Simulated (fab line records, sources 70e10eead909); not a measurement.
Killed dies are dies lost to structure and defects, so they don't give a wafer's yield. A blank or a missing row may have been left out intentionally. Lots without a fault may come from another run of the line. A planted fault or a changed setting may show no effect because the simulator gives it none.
fab line records :: flow nandHarc
[record]
  lots = 6
  wafers = 18
  lastDay = 33
route steps=1302 shown A_ONON_D1@434 END@1302
lots that met no fault: taken from a fault-free run of the same line
startH: the number of hours between the record's first day and the start of the first shown wafer of the lot :: waitH: hours elapsed since this lot's preceding step :: " unchanged from the row above :: L1.1+2: several wafers, shown together as one row :: - no value, or no start given :: * or withheld: withheld :: < > ~ a bound
route shown NAME@n: NAME is a module with steps in the file, n the number in the route of the first one :: usual: mean/standard deviation taken from wafers without a fault :: same: alike in all rows :: chamber/n: place in a boat :: sites: readings site by site :: _std_site: the standard deviation of these :: _edge_site: the outer-site mean with the inner-site mean subtracted :: radiusMm: for every site, how far away it sits from the centre of the wafer :: mask NAME#n: copy n :: behind: tool/chamber where the wafer was last shaped :: hold: what put the lot on hold/how long, in hours/how the hold closed :: device: whichever transistor did not switch (one of n, p or np) :: end of line: the same wafers' tests at the end of the route :: a step with no rows: only its recipe :: killed: dies that structure and defects cost at the first sort, which is not the same as the wafer's yield :: map: a wafer's dies, marking killed ones x, the rest . and places with no die _
set.NAME: setting as actually run; set.NAME@STEP: the setting as run at that earlier step :: model.NAME: the simulator's own value behind a step, which no gauge read
a table for each step, a row for each wafer; lots at some steps of the route
services: a tool's chamber out of use, with start hour (startH, from the record's first day; less than 0 if before it), hours out, and reason
[[steps]]
[step NHARC_A_ONON_D1_ANNEAL_15]
[recipe]
  tempC = 750
  timeS = 3600
[step NHARC_A_ONON_D1_DEP_16]
[recipe]
  targetThkA = 10000
  n2FlowSccm = 2750
  n2oFlowSccm = 2000
  nh3FlowSccm = 500
  sih4FlowSccm = 210
  tempC = 400
[step NHARC_A_ONON_D1_THK_MEAS_18]
[recipe]
  thkMeasGauge = ellipsometry
[usual]
  thkNm = 996/8.4
lot.wafer: L373.4
tool: filmMetro-02
chamber: -
startH: 187.00
waitH: -
thkNm: 993

lot.wafer: L373.5
tool: filmMetro-02
chamber: -
startH: 187.00
waitH: -
thkNm: 993

lot.wafer: L373.6
tool: filmMetro-02
chamber: -
startH: 187.00
waitH: -
thkNm: 994

lot.wafer: L374.2
tool: filmMetro-01
chamber: -
startH: 187.01
waitH: -
thkNm: 991

lot.wafer: L374.4
tool: filmMetro-01
chamber: -
startH: 187.01
waitH: -
thkNm: 991

lot.wafer: L374.6
tool: filmMetro-01
chamber: -
startH: 187.01
waitH: -
thkNm: 990

lot.wafer: L386.3
tool: filmMetro-02
chamber: -
startH: 300.46
waitH: -
thkNm: 1004

lot.wafer: L386.5
tool: filmMetro-02
chamber: -
startH: 300.46
waitH: -
thkNm: 1006

lot.wafer: L386.6
tool: filmMetro-02
chamber: -
startH: 300.46
waitH: -
thkNm: 1004

lot.wafer: L388.3
tool: filmMetro-02
chamber: -
startH: 323.48
waitH: -
thkNm: 999

lot.wafer: L388.4
tool: filmMetro-02
chamber: -
startH: 323.48
waitH: -
thkNm: 999

lot.wafer: L388.5
tool: filmMetro-02
chamber: -
startH: 323.48
waitH: -
thkNm: 1000

lot.wafer: L393.2
tool: filmMetro-01
chamber: -
startH: 378.59
waitH: -
thkNm: 993

lot.wafer: L393.4
tool: filmMetro-01
chamber: -
startH: 378.59
waitH: -
thkNm: 991

lot.wafer: L393.5
tool: filmMetro-01
chamber: -
startH: 378.59
waitH: -
thkNm: 995

lot.wafer: L395.3
tool: filmMetro-01
chamber: -
startH: 392.67
waitH: -
thkNm: 989

lot.wafer: L395.4
tool: filmMetro-01
chamber: -
startH: 392.67
waitH: -
thkNm: 989

lot.wafer: L395.6
tool: filmMetro-01
chamber: -
startH: 392.67
waitH: -
thkNm: 989
[step NHARC_A_ONON_D1_DEP_19]
[recipe]
  targetThkA = 10000
  n2FlowSccm = 2750
  n2oFlowSccm = 2000
  nh3FlowSccm = 500
  sih4FlowSccm = 210
  tempC = 400
[step NHARC_A_ONON_D1_THK_MEAS_21]
[recipe]
  thkMeasGauge = ellipsometry
[usual]
  thkNm = 1002/9
lot.wafer: L373.4
tool: filmMetro-02
chamber: -
startH: 187.57
waitH: -
thkNm: 1024

lot.wafer: L373.5
tool: filmMetro-02
chamber: -
startH: 187.57
waitH: -
thkNm: 1023

lot.wafer: L373.6
tool: filmMetro-02
chamber: -
startH: 187.57
waitH: -
thkNm: 1025

lot.wafer: L374.2
tool: filmMetro-01
chamber: -
startH: 187.57
waitH: -
thkNm: 1015

lot.wafer: L374.4
tool: filmMetro-01
chamber: -
startH: 187.57
waitH: -
thkNm: 1016

lot.wafer: L374.6
tool: filmMetro-01
chamber: -
startH: 187.57
waitH: -
thkNm: 1018

lot.wafer: L386.3
tool: filmMetro-01
chamber: -
startH: 301.02
waitH: -
thkNm: 990

lot.wafer: L386.5
tool: filmMetro-01
chamber: -
startH: 301.02
waitH: -
thkNm: 990

lot.wafer: L386.6
tool: filmMetro-01
chamber: -
startH: 301.02
waitH: -
thkNm: 990

lot.wafer: L388.3
tool: filmMetro-01
chamber: -
startH: 324.05
waitH: -
thkNm: 990

lot.wafer: L388.4
tool: filmMetro-01
chamber: -
startH: 324.05
waitH: -
thkNm: 992

lot.wafer: L388.5
tool: filmMetro-01
chamber: -
startH: 324.05
waitH: -
thkNm: 990

lot.wafer: L393.2
tool: filmMetro-01
chamber: -
startH: 379.16
waitH: -
thkNm: 994

lot.wafer: L393.4
tool: filmMetro-01
chamber: -
startH: 379.16
waitH: -
thkNm: 992

lot.wafer: L393.5
tool: filmMetro-01
chamber: -
startH: 379.16
waitH: -
thkNm: 994

lot.wafer: L395.3
tool: filmMetro-01
chamber: -
startH: 393.24
waitH: -
thkNm: 1006

lot.wafer: L395.4
tool: filmMetro-01
chamber: -
startH: 393.24
waitH: -
thkNm: 1006

lot.wafer: L395.6
tool: filmMetro-01
chamber: -
startH: 393.24
waitH: -
thkNm: 1005
[step NHARC_A_ONON_D1_DEP_22]
[recipe]
  targetThkA = 10000
  n2FlowSccm = 2750
  n2oFlowSccm = 2000
  nh3FlowSccm = 500
  sih4FlowSccm = 210
  tempC = 400
[step NHARC_A_ONON_D1_THK_MEAS_24]
[recipe]
  thkMeasGauge = ellipsometry
[usual]
  thkNm = 999/9.8
lot.wafer: L373.4
tool: filmMetro-01
chamber: -
startH: 188.13
waitH: -
thkNm: 995

lot.wafer: L373.5
tool: filmMetro-01
chamber: -
startH: 188.13
waitH: -
thkNm: 995

lot.wafer: L373.6
tool: filmMetro-01
chamber: -
startH: 188.13
waitH: -
thkNm: 993

lot.wafer: L374.2
tool: filmMetro-01
chamber: -
startH: 188.14
waitH: -
thkNm: 1003

lot.wafer: L374.4
tool: filmMetro-01
chamber: -
startH: 188.14
waitH: -
thkNm: 1003

lot.wafer: L374.6
tool: filmMetro-01
chamber: -
startH: 188.14
waitH: -
thkNm: 1002

lot.wafer: L386.3
tool: filmMetro-01
chamber: -
startH: 301.60
waitH: -
thkNm: 1007

lot.wafer: L386.5
tool: filmMetro-01
chamber: -
startH: 301.60
waitH: -
thkNm: 1007

lot.wafer: L386.6
tool: filmMetro-01
chamber: -
startH: 301.60
waitH: -
thkNm: 1007

lot.wafer: L388.3
tool: filmMetro-02
chamber: -
startH: 324.62
waitH: -
thkNm: 998

lot.wafer: L388.4
tool: filmMetro-02
chamber: -
startH: 324.62
waitH: -
thkNm: 998

lot.wafer: L388.5
tool: filmMetro-02
chamber: -
startH: 324.62
waitH: -
thkNm: 998

lot.wafer: L393.2
tool: filmMetro-01
chamber: -
startH: 379.72
waitH: -
thkNm: 1018

lot.wafer: L393.4
tool: filmMetro-01
chamber: -
startH: 379.72
waitH: -
thkNm: 1017

lot.wafer: L393.5
tool: filmMetro-01
chamber: -
startH: 379.72
waitH: -
thkNm: 1018

lot.wafer: L395.3
tool: filmMetro-01
chamber: -
startH: 393.81
waitH: -
thkNm: 1002

lot.wafer: L395.4
tool: filmMetro-01
chamber: -
startH: 393.81
waitH: -
thkNm: 1002

lot.wafer: L395.6
tool: filmMetro-01
chamber: -
startH: 393.81
waitH: -
thkNm: 1002
[step NHARC_A_ONON_D1_DEP_25]
[recipe]
  targetThkA = 10000
  n2FlowSccm = 2750
  n2oFlowSccm = 2000
  nh3FlowSccm = 500
  sih4FlowSccm = 210
  tempC = 400
[step NHARC_A_ONON_D1_THK_MEAS_27]
[recipe]
  thkMeasGauge = ellipsometry
[usual]
  thkNm = 1000/8.2
lot.wafer: L373.4
tool: filmMetro-01
chamber: -
startH: 188.83
waitH: -
thkNm: 986

lot.wafer: L373.5
tool: filmMetro-01
chamber: -
startH: 188.83
waitH: -
thkNm: 987

lot.wafer: L373.6
tool: filmMetro-01
chamber: -
startH: 188.83
waitH: -
thkNm: 985

lot.wafer: L374.2
tool: filmMetro-01
chamber: -
startH: 188.87
waitH: -
thkNm: 1008

lot.wafer: L374.4
tool: filmMetro-01
chamber: -
startH: 188.87
waitH: -
thkNm: 1007

lot.wafer: L374.6
tool: filmMetro-01
chamber: -
startH: 188.87
waitH: -
thkNm: 1006

lot.wafer: L386.3
tool: filmMetro-02
chamber: -
startH: 302.19
waitH: -
thkNm: 996

lot.wafer: L386.5
tool: filmMetro-02
chamber: -
startH: 302.19
waitH: -
thkNm: 994

lot.wafer: L386.6
tool: filmMetro-02
chamber: -
startH: 302.19
waitH: -
thkNm: 997

lot.wafer: L388.3
tool: filmMetro-01
chamber: -
startH: 325.19
waitH: -
thkNm: 1008

lot.wafer: L388.4
tool: filmMetro-01
chamber: -
startH: 325.19
waitH: -
thkNm: 1007

lot.wafer: L388.5
tool: filmMetro-01
chamber: -
startH: 325.19
waitH: -
thkNm: 1006

lot.wafer: L393.2
tool: filmMetro-01
chamber: -
startH: 380.28
waitH: -
thkNm: 1007

lot.wafer: L393.4
tool: filmMetro-01
chamber: -
startH: 380.28
waitH: -
thkNm: 1008

lot.wafer: L393.5
tool: filmMetro-01
chamber: -
startH: 380.28
waitH: -
thkNm: 1007

lot.wafer: L395.3
tool: filmMetro-02
chamber: -
startH: 394.38
waitH: -
thkNm: 996

lot.wafer: L395.4
tool: filmMetro-02
chamber: -
startH: 394.38
waitH: -
thkNm: 994

lot.wafer: L395.6
tool: filmMetro-02
chamber: -
startH: 394.38
waitH: -
thkNm: 996
[step NHARC_A_ONON_D1_DEP_28]
[recipe]
  targetThkA = 10000
  n2FlowSccm = 2750
  n2oFlowSccm = 2000
  nh3FlowSccm = 500
  sih4FlowSccm = 210
  tempC = 400
[step NHARC_A_ONON_D1_THK_MEAS_30]
[recipe]
  thkMeasGauge = ellipsometry
[usual]
  thkNm = 998/11
lot.wafer: L373.4
tool: filmMetro-02
chamber: -
startH: 189.53
waitH: -
thkNm: 1001

lot.wafer: L373.5
tool: filmMetro-02
chamber: -
startH: 189.53
waitH: -
thkNm: 1001

lot.wafer: L373.6
tool: filmMetro-02
chamber: -
startH: 189.53
waitH: -
thkNm: 998

lot.wafer: L374.2
tool: filmMetro-01
chamber: -
startH: 189.57
waitH: -
thkNm: 993

lot.wafer: L374.4
tool: filmMetro-01
chamber: -
startH: 189.57
waitH: -
thkNm: 994

lot.wafer: L374.6
tool: filmMetro-01
chamber: -
startH: 189.57
waitH: -
thkNm: 994

lot.wafer: L386.3
tool: filmMetro-01
chamber: -
startH: 302.78
waitH: -
thkNm: 997

lot.wafer: L386.5
tool: filmMetro-01
chamber: -
startH: 302.78
waitH: -
thkNm: 998

lot.wafer: L386.6
tool: filmMetro-01
chamber: -
startH: 302.78
waitH: -
thkNm: 999

lot.wafer: L388.3
tool: filmMetro-02
chamber: -
startH: 325.76
waitH: -
thkNm: 1018

lot.wafer: L388.4
tool: filmMetro-02
chamber: -
startH: 325.76
waitH: -
thkNm: 1020

lot.wafer: L388.5
tool: filmMetro-02
chamber: -
startH: 325.76
waitH: -
thkNm: 1016

lot.wafer: L393.2
tool: filmMetro-01
chamber: -
startH: 380.85
waitH: -
thkNm: 995

lot.wafer: L393.4
tool: filmMetro-01
chamber: -
startH: 380.85
waitH: -
thkNm: 996

lot.wafer: L393.5
tool: filmMetro-01
chamber: -
startH: 380.85
waitH: -
thkNm: 996

lot.wafer: L395.3
tool: filmMetro-02
chamber: -
startH: 394.95
waitH: -
thkNm: 998

lot.wafer: L395.4
tool: filmMetro-02
chamber: -
startH: 394.95
waitH: -
thkNm: 999

lot.wafer: L395.6
tool: filmMetro-02
chamber: -
startH: 394.95
waitH: -
thkNm: 998
[step NHARC_A_ONON_D1_DEP_33]
[recipe]
  targetThkA = 2000
  tempC = 400
  pressureTorr = 6.5
  rfW = 900
  teosFlowSccm = 161.4
  flowSccm = 2650
  targetThkNm = 200
  gas = O2
  material = SiO2
[usual]
  heaterPowerW = 546/55
  mfcPrecursorSccm = 161.4/0.5
  throttleValvePct = 15.7/0.76
lot.wafer: L374.2
tool: pecvd-04
chamber: 1
startH: 189.62
waitH: 0.1
heaterPowerW: 550
mfcPrecursorSccm: 162.1
sinceWetCleanH: 88
throttleValvePct: 15.6

lot.wafer: L374.4
tool: pecvd-04
chamber: 1
startH: 189.62
waitH: 0.1
heaterPowerW: 562
mfcPrecursorSccm: 162.0
sinceWetCleanH: -
throttleValvePct: 15.6

lot.wafer: L374.6
tool: pecvd-04
chamber: 0
startH: 189.62
waitH: 0.1
heaterPowerW: 632
mfcPrecursorSccm: 160.9
sinceWetCleanH: -
throttleValvePct: 16.3

lot.wafer: L373.6
tool: pecvd-02
chamber: 1
startH: 189.72
waitH: 0.2
heaterPowerW: 562
mfcPrecursorSccm: 161.2
sinceWetCleanH: -
throttleValvePct: 14.7

lot.wafer: L373.4
tool: pecvd-02
chamber: 2
startH: 189.72
waitH: 0.2
heaterPowerW: 475
mfcPrecursorSccm: 162.0
sinceWetCleanH: -
throttleValvePct: 15.5

lot.wafer: L373.5
tool: pecvd-02
chamber: 0
startH: 189.72
waitH: 0.2
heaterPowerW: 548
mfcPrecursorSccm: 161.3
sinceWetCleanH: -
throttleValvePct: 16.3

lot.wafer: L386.3
tool: pecvd-02
chamber: 0
startH: 302.92
waitH: 0.1
heaterPowerW: 587
mfcPrecursorSccm: 161.7
sinceWetCleanH: 63
throttleValvePct: 15.7

lot.wafer: L386.5
tool: pecvd-02
chamber: 1
startH: 302.92
waitH: 0.1
heaterPowerW: 515
mfcPrecursorSccm: 161.1
sinceWetCleanH: -
throttleValvePct: 14.5

lot.wafer: L386.6
tool: pecvd-02
chamber: 2
startH: 302.92
waitH: 0.1
heaterPowerW: 492
mfcPrecursorSccm: 232.7
sinceWetCleanH: -
throttleValvePct: 15.5

lot.wafer: L388.3
tool: pecvd-02
chamber: 2
startH: 325.90
waitH: 0.1
heaterPowerW: 526
mfcPrecursorSccm: 233.4
sinceWetCleanH: 86
throttleValvePct: 15.8

lot.wafer: L388.5
tool: pecvd-02
chamber: 0
startH: 325.90
waitH: 0.1
heaterPowerW: 524
mfcPrecursorSccm: 161.7
sinceWetCleanH: -
throttleValvePct: 15.5

lot.wafer: L388.4
tool: pecvd-02
chamber: 2
startH: 325.90
waitH: 0.1
heaterPowerW: 525
mfcPrecursorSccm: 233.0
sinceWetCleanH: -
throttleValvePct: 15.5

lot.wafer: L393.2
tool: pecvd-04
chamber: 1
startH: 380.91
waitH: 0.1
heaterPowerW: 601
mfcPrecursorSccm: 161.3
sinceWetCleanH: 98
throttleValvePct: 15.3

lot.wafer: L393.5
tool: pecvd-04
chamber: 1
startH: 380.91
waitH: 0.1
heaterPowerW: 614
mfcPrecursorSccm: 161.5
sinceWetCleanH: -
throttleValvePct: 15.2

lot.wafer: L393.4
tool: pecvd-04
chamber: 2
startH: 380.91
waitH: 0.1
heaterPowerW: 479
mfcPrecursorSccm: 161.0
sinceWetCleanH: -
throttleValvePct: 16.5

lot.wafer: L395.3
tool: pecvd-03
chamber: 1
startH: 395.05
waitH: 0.1
heaterPowerW: 643
mfcPrecursorSccm: 161.7
sinceWetCleanH: 16
throttleValvePct: 15.3

lot.wafer: L395.6
tool: pecvd-03
chamber: 1
startH: 395.05
waitH: 0.1
heaterPowerW: 643
mfcPrecursorSccm: 161.8
sinceWetCleanH: -
throttleValvePct: 15.3

lot.wafer: L395.4
tool: pecvd-03
chamber: 2
startH: 395.05
waitH: 0.1
heaterPowerW: 545
mfcPrecursorSccm: 161.1
sinceWetCleanH: -
throttleValvePct: 14.8
[step NHARC_A_ONON_D1_THK_MEAS_34]
[recipe]
  thkMeasGauge = ellipsometry
[usual]
  thkNm = 199.6/2.7
lot.wafer: L373.4
tool: filmMetro-02
chamber: -
startH: 190.00
waitH: -
thkNm: 204.3

lot.wafer: L373.5
tool: filmMetro-02
chamber: -
startH: 190.00
waitH: -
thkNm: 201.5

lot.wafer: L373.6
tool: filmMetro-02
chamber: -
startH: 190.00
waitH: -
thkNm: 201.3

lot.wafer: L374.2
tool: filmMetro-01
chamber: -
startH: 190.04
waitH: -
thkNm: 197.9

lot.wafer: L374.4
tool: filmMetro-01
chamber: -
startH: 190.04
waitH: -
thkNm: 199.0

lot.wafer: L374.6
tool: filmMetro-01
chamber: -
startH: 190.04
waitH: -
thkNm: 200.3

lot.wafer: L386.3
tool: filmMetro-01
chamber: -
startH: 303.25
waitH: -
thkNm: 195.2

lot.wafer: L386.5
tool: filmMetro-01
chamber: -
startH: 303.25
waitH: -
thkNm: 200.1

lot.wafer: L386.6
tool: filmMetro-01
chamber: -
startH: 303.25
waitH: -
thkNm: 288.8

lot.wafer: L388.3
tool: filmMetro-01
chamber: -
startH: 326.22
waitH: -
thkNm: 288.0

lot.wafer: L388.4
tool: filmMetro-01
chamber: -
startH: 326.22
waitH: -
thkNm: 293.1

lot.wafer: L388.5
tool: filmMetro-01
chamber: -
startH: 326.22
waitH: -
thkNm: 204.5

lot.wafer: L393.2
tool: filmMetro-01
chamber: -
startH: 381.32
waitH: -
thkNm: 198.9

lot.wafer: L393.4
tool: filmMetro-01
chamber: -
startH: 381.32
waitH: -
thkNm: 200.7

lot.wafer: L393.5
tool: filmMetro-01
chamber: -
startH: 381.32
waitH: -
thkNm: 199.6

lot.wafer: L395.3
tool: filmMetro-02
chamber: -
startH: 395.42
waitH: -
thkNm: 195.0

lot.wafer: L395.4
tool: filmMetro-02
chamber: -
startH: 395.42
waitH: -
thkNm: 199.3

lot.wafer: L395.6
tool: filmMetro-02
chamber: -
startH: 395.42
waitH: -
thkNm: 200.0
[step NHARC_END_SORT_01]
[recipe]
  tempC = 25
[usual]
  killedAtArray = 61/23
  killedAtOther = 1.3/1.4
  killedAtPeriphery = 4.0/2.6
  killedDies = 66/22
  killedOpen = 3.4/1.8
  killedShort = 2.3/1.4
[same]
  grossDies = 677
lot.wafer: L374.2
tool: prober-02
chamber: 0
startH: 571.49
waitH: 2.8
killedAtArray: 55
killedAtOther: 0
killedAtPeriphery: 2
killedDies: 57
killedOpen: 1
killedShort: 2

lot.wafer: L374.4
tool: prober-02
chamber: 0
startH: 573.07
waitH: 3.4
killedAtArray: 62
killedAtOther: 2
killedAtPeriphery: 4
killedDies: 68
killedOpen: 4
killedShort: 3

lot.wafer: L374.6
tool: prober-02
chamber: 0
startH: 574.65
waitH: 4.0
killedAtArray: 63
killedAtOther: 1
killedAtPeriphery: 3
killedDies: 67
killedOpen: 3
killedShort: 2

lot.wafer: L388.3
tool: prober-02
chamber: 0
startH: 724.43
waitH: 3.2
killedAtArray: 57
killedAtOther: 4
killedAtPeriphery: 6
killedDies: 67
killedOpen: 3
killedShort: 2

lot.wafer: L388.4
tool: prober-02
chamber: 0
startH: 725.24
waitH: 3.5
killedAtArray: 55
killedAtOther: 4
killedAtPeriphery: 5
killedDies: 64
killedOpen: 2
killedShort: 3

lot.wafer: L388.5
tool: prober-02
chamber: 0
startH: 726.04
waitH: 3.7
killedAtArray: 53
killedAtOther: 7
killedAtPeriphery: 5
killedDies: 65
killedOpen: 2
killedShort: 1
// killed by level:class
L374.2 A_CHANNEL_HOLE_D1:chamberFilmFlake=29 A_CHANNEL_HOLE_D2:chamberFilmFlake=7 A_STAIRCASE:chamberFilmFlake=7 A_CHANNEL_FILL_D1:geometricParticle:short=2 A_CONTACT:chamberFilmFlake=2 A_CONTACT:unspecified=2 A_M0:chamberFilmFlake=2 A_BLC:geometricParticle:open=1
L374.4 A_CHANNEL_HOLE_D1:chamberFilmFlake=34 A_CHANNEL_HOLE_D2:chamberFilmFlake=7 A_STAIRCASE:chamberFilmFlake=5 A_WL_FILL:chamberFilmFlake=4 A_CONTACT:unspecified=4 A_WL_FILL:geometricParticle:short=2 P_ZERO_WELL:chamberFilmFlake=2 P_M1:geometricParticle:open=1
L374.6 A_CHANNEL_HOLE_D1:chamberFilmFlake=32 A_CHANNEL_HOLE_D2:chamberFilmFlake=10 A_CONTACT:chamberFilmFlake=6 A_STAIRCASE:chamberFilmFlake=5 A_CONTACT:unspecified=3 P_M1:geometricParticle:open=1 A_DECK1_JOINT:geometricParticle:open=1 A_WL_FILL:geometricParticle:short=1
L388.3 A_SLIT:chamberFilmFlake=31 A_CHANNEL_HOLE_D1:chamberFilmFlake=10 A_CONTACT:chamberFilmFlake=9 THIN_TSV:chamberFilmFlake=4 P_M2:chamberFilmFlake=3 A_CHANNEL_FILL_D2:geometricParticle:open=2 A_CHANNEL_FILL_D1:chamberFilmFlake=2 P_CONTACT:geometricParticle:open=1
L388.4 A_SLIT:chamberFilmFlake=31 A_CONTACT:chamberFilmFlake=8 A_CHANNEL_HOLE_D1:chamberFilmFlake=7 P_M0:chamberFilmFlake=3 THIN_TSV:chamberFilmFlake=3 A_CHANNEL_FILL_D2:geometricParticle:short=2 A_STAIRCASE:chamberFilmFlake=2 A_BONDPAD:chamberFilmFlake=2
L388.5 A_SLIT:chamberFilmFlake=30 A_CONTACT:chamberFilmFlake=9 THIN_TSV:chamberFilmFlake=7 A_CHANNEL_HOLE_D1:chamberFilmFlake=4 A_STAIRCASE:chamberFilmFlake=4 P_M2:chamberFilmFlake=3 A_CHANNEL_FILL_D2:chamberFilmFlake=2 A_DECK1_JOINT:geometricParticle:open=1
[[services]]
tool: pecvd-03
chamber: -
startH: 168.88
hours: 0.5
kind: repair

tool: pecvd-03
chamber: -
startH: 185.11
hours: 13.0
kind: pm

tool: pecvd-03
chamber: 0
startH: 185.11
hours: 13.0
kind: ventCycle

tool: pecvd-03
chamber: 1
startH: 185.11
hours: 13.0
kind: ventCycle

tool: pecvd-03
chamber: 2
startH: 185.11
hours: 13.0
kind: ventCycle

tool: pecvd-02
chamber: -
startH: 227.11
hours: 13.0
kind: pm

tool: pecvd-02
chamber: 0
startH: 227.11
hours: 13.0
kind: ventCycle

tool: pecvd-02
chamber: 1
startH: 227.11
hours: 13.0
kind: ventCycle

tool: pecvd-02
chamber: 2
startH: 227.11
hours: 13.0
kind: ventCycle

tool: pecvd-02
chamber: 0
startH: 240.11
hours: -
kind: clean

tool: pecvd-02
chamber: 1
startH: 240.11
hours: -
kind: clean

tool: pecvd-02
chamber: 2
startH: 240.11
hours: -
kind: clean

tool: pecvd-04
chamber: -
startH: 269.54
hours: 13.0
kind: pm

tool: pecvd-04
chamber: 0
startH: 269.54
hours: 13.0
kind: ventCycle

tool: pecvd-04
chamber: 1
startH: 269.54
hours: 13.0
kind: ventCycle

tool: pecvd-04
chamber: 2
startH: 269.54
hours: 13.0
kind: ventCycle

tool: pecvd-04
chamber: 0
startH: 282.54
hours: -
kind: clean

tool: pecvd-04
chamber: 1
startH: 282.54
hours: -
kind: clean

tool: pecvd-04
chamber: 2
startH: 282.54
hours: -
kind: clean

tool: pecvd-04
chamber: 1
startH: 285.51
hours: 4.9
kind: repair

tool: pecvd-03
chamber: -
startH: 307.94
hours: 1.1
kind: repair

tool: pecvd-04
chamber: 2
startH: 347.90
hours: 14.0
kind: repair

tool: pecvd-02
chamber: -
startH: 361.38
hours: 0.6
kind: repair

tool: pecvd-03
chamber: -
startH: 366.11
hours: 13.0
kind: pm
[[key]]
[firstSign]
  step = NHARC_A_ONON_D1_DEP_33
  reading = mfcPrecursorSccm
  direction = up
  sigmas = 99+
  usual = 161.4
  struck = 233.0
[effect]
  step = NHARC_A_ONON_D1_THK_MEAS_34
  reading = thkNm
  direction = up
  sigmas = 34
  usual = 199.6
  struck = 290.0
metAt NHARC_A_ONON_D1_DEP_33
struckWafers L386.6,L388.3,L388.4
testerLeftOut L386,L388
onsetBetween 189.72 302.92
[fault]
  kind = processParameterDrift
  tool = pecvd-02
  chamber = 2
  onsetH = 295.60
  steps = NHARC_A_ONON_D1_DEP_33
  channel = teosFlowSccm
  offset = *
  shape = step
  endH = 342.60
  actsIn = *
  stated = *
// testerLeftOut: of these lots the tester's yield and bins aren't shown, on N5 and GAA mostly nor the transistor test; their killed dies are dies lost to structure and defects alone, not to doping, threshold or leakage, so they don't give the yield
